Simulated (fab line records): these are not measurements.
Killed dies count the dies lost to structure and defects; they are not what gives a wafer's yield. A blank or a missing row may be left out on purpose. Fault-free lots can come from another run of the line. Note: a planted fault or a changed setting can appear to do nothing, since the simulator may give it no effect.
Which tool is to blame? + flow nandHarc + 6 lots with 17 wafers sampled at 2 steps, on a route of 1302 steps

## WHAT THE GAUGES READ, wafer by wafer
NHARC_A_ONON_D1_THK_MEAS_34: measures by ellipsometry.
| lot  | measured     | on           | thkNm (nm)        |
|------|--------------|--------------|-------------------|
| L930 | day 9 14:16  | filmMetro-02 | 198.9 200.1 200.4 |
| L937 | day 12 15:02 | filmMetro-01 | 197.0 203.8       |
| L942 | day 14 17:10 | filmMetro-01 | 197.3 198.0 199.9 |
| L945 | day 16 04:21 | filmMetro-01 | 197.8 199.8 203.1 |
| L946 | day 16 11:58 | filmMetro-01 | 199.0 198.4 197.7 |
| L950 | day 17 19:46 | filmMetro-02 | 196.2 196.4 200.5 |

## WHAT TOOL EACH LOT RAN ON (gives the tool, then ch and the chambers of the sampled wafers, and finally the start)
| lot  | NHARC_P_BONDPAD_CMP_19        |
|------|-------------------------------|
| L930 | cmp-01 ch 0,3, day 8 01:01    |
| L937 | cmp-04 ch 0,1, day 11 00:44   |
| L942 | cmp-02 ch 0,2,3, day 12 23:34 |
| L945 | cmp-02 ch 0,1,2, day 14 13:03 |
| L946 | cmp-02 ch 0,2,3, day 14 19:32 |
| L950 | cmp-04 ch 1,3, day 15 23:27   |
- NHARC_P_BONDPAD_CMP_19: polishes, t overpolish 30 s, cu recess touch 16 s, target thk 160.81 nm.

## THE ANSWER, worked out from the rows above alone
Rule: what is usual is taken from the lots themselves. Put in order of their means at a reading, lots are off if they are a third of the lots or fewer, leave a main group of 4 or more, and stand apart from it by a gap of 3 or more times the standard deviation of the main group's means; of several such gaps the widest counts. A main group is skipped when, at the precision printed for the reading in the tables above, its means are all equal. A lot without any number at a reading at which 4 lots or more have one is off too. Where the step has rows for the other lots, those lots are counted as sound.
None of the lots is off at any reading shown; this tells nothing.

## WHAT HAD BEEN PUT IN BY THE SIMULATOR
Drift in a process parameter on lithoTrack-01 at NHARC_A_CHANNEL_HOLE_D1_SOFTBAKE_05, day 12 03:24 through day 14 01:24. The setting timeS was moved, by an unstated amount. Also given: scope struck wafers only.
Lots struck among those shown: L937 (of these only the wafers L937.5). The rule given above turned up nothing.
